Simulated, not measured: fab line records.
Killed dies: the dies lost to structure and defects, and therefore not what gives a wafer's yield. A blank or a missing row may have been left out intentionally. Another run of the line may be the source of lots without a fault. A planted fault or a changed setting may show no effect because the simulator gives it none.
Which tool is to blame? || flow n5-finfet || 31 wafers from 11 lots sampled at 2 of the route's 1938 steps

== WHAT THE GAUGES READ, wafer by wafer ==
N5_PASSIVATION_CD_MEAS_30: the cd target is 4000 nm.
{"lot": "L631", "measured": "day 11 16:07", "on": "cd-sem-02", "cd-nm (nm)": "4004.6 4003.9 4004.6"}
{"lot": "L632", "measured": "day 13 05:10", "on": "cd-sem-02", "cd-nm (nm)": "3999.9 4000.7 4003.3"}
{"lot": "L634", "measured": "day 12 12:10", "on": "cd-sem-01", "cd-nm (nm)": "4001.8 4001.3"}
{"lot": "L635", "measured": "day 12 19:29", "on": "cd-sem-03", "cd-nm (nm)": "3999.5 4000.5 4001.9"}
{"lot": "L636", "measured": "day 13 00:02", "on": "cd-sem-02", "cd-nm (nm)": "4001.2 3999.9 4002.7"}
{"lot": "L637", "measured": "day 13 14:33", "on": "cd-sem-01", "cd-nm (nm)": "3998.8 3999.9 4000.0"}
{"lot": "L638", "measured": "day 13 21:40", "on": "cd-sem-01", "cd-nm (nm)": "4000.0 3997.6 3998.0"}
{"lot": "L639", "measured": "day 14 18:23", "on": "cd-sem-01", "cd-nm (nm)": "3998.6 3998.8 4000.3"}
{"lot": "L640", "measured": "day 15 02:22", "on": "cd-sem-02", "cd-nm (nm)": "4000.4 4001.6 4003.0"}
{"lot": "L651", "measured": "day 17 02:24", "on": "cd-sem-03", "cd-nm (nm)": "4001.7 3999.7"}
{"lot": "L652", "measured": "day 17 23:56", "on": "cd-sem-01", "cd-nm (nm)": "4001.3 4001.3 4004.4"}

== WHAT TOOL EACH LOT RAN ON (gives the tool, then ch and the chambers of the sampled wafers, and finally the start) ==
{"lot": "L631", "N5_GATE_CUT_VAPOR_ETCH_60": "rie-metal-01 ch 0,1, day 4 07:40"}
{"lot": "L632", "N5_GATE_CUT_VAPOR_ETCH_60": "rie-metal-02 ch 0,1, day 4 16:05"}
{"lot": "L634", "N5_GATE_CUT_VAPOR_ETCH_60": "rie-metal-03 ch 1, day 5 01:41"}
{"lot": "L635", "N5_GATE_CUT_VAPOR_ETCH_60": "rie-metal-02 ch 0, day 5 06:52"}
{"lot": "L636", "N5_GATE_CUT_VAPOR_ETCH_60": "rie-metal-03 ch 0,1, day 5 12:52"}
{"lot": "L637", "N5_GATE_CUT_VAPOR_ETCH_60": "rie-metal-03 ch 0,1, day 5 20:40"}
{"lot": "L638", "N5_GATE_CUT_VAPOR_ETCH_60": "rie-metal-03 ch 0,1, day 6 03:59"}
{"lot": "L639", "N5_GATE_CUT_VAPOR_ETCH_60": "rie-metal-03 ch 0,1, day 6 06:38"}
{"lot": "L640", "N5_GATE_CUT_VAPOR_ETCH_60": "rie-metal-02 ch 0,1, day 6 14:40"}
{"lot": "L651", "N5_GATE_CUT_VAPOR_ETCH_60": "rie-metal-01 ch 0, day 9 08:37"}
{"lot": "L652", "N5_GATE_CUT_VAPOR_ETCH_60": "rie-metal-02 ch 0,1, day 9 15:55"}
- N5_GATE_CUT_VAPOR_ETCH_60: etches HfO2 in BCl3/Cl2.

== AS READ BY THE TOOLS THEMSELVES (means over the sampled wafers that have a number; for cases with no such wafer, the mark the record gives instead) ==
N5_GATE_CUT_VAPOR_ETCH_60.
{"lot": "L631", "tool": "rie-metal-01", "drypump-motor-current-A (A)": 5.5, "oes-product-au (a.u.)": 0.74}
{"lot": "L632", "tool": "rie-metal-02", "drypump-motor-current-A (A)": 5.5, "oes-product-au (a.u.)": 0.77}
{"lot": "L634", "tool": "rie-metal-03", "drypump-motor-current-A (A)": 6.2, "oes-product-au (a.u.)": 0.66}
{"lot": "L635", "tool": "rie-metal-02", "drypump-motor-current-A (A)": 5.8, "oes-product-au (a.u.)": 0.69}
{"lot": "L636", "tool": "rie-metal-03", "drypump-motor-current-A (A)": 6.0, "oes-product-au (a.u.)": 0.62}
{"lot": "L637", "tool": "rie-metal-03", "drypump-motor-current-A (A)": 6.1, "oes-product-au (a.u.)": 0.64}
{"lot": "L638", "tool": "rie-metal-03", "drypump-motor-current-A (A)": 6.1, "oes-product-au (a.u.)": 0.63}
{"lot": "L639", "tool": "rie-metal-03", "drypump-motor-current-A (A)": 6.0, "oes-product-au (a.u.)": 0.62}
{"lot": "L640", "tool": "rie-metal-02", "drypump-motor-current-A (A)": 5.5, "oes-product-au (a.u.)": 0.76}
{"lot": "L651", "tool": "rie-metal-01", "drypump-motor-current-A (A)": 5.2, "oes-product-au (a.u.)": 0.65}
{"lot": "L652", "tool": "rie-metal-02", "drypump-motor-current-A (A)": 5.7, "oes-product-au (a.u.)": 0.72}

== THE ANSWER, worked out from the rows above alone ==
Rule: what is usual is taken from the lots themselves. Put in order of their means at a reading, lots are off if they are a third of the lots or fewer, leave a main group of 4 or more, and stand apart from it by a gap of 3 or more times the standard deviation of the main group's means; of several such gaps the widest counts. A main group whose means are all the same, to the digits that the tables above print for the reading, isn't used. A lot without any number at a reading at which 4 lots or more have one is off too. Any other lot the step has rows for is counted as sound. The gauges are gone through in route order, then the tools' own readings, and for those a lot's mean is taken as printed above. At the first step where some lot is off, the reading lying furthest off is the one used; lots without a number count as furthest.
Nothing can be told from this: no lot is off at any reading shown.

== WHAT THE SIMULATOR HAD PUT IN ==
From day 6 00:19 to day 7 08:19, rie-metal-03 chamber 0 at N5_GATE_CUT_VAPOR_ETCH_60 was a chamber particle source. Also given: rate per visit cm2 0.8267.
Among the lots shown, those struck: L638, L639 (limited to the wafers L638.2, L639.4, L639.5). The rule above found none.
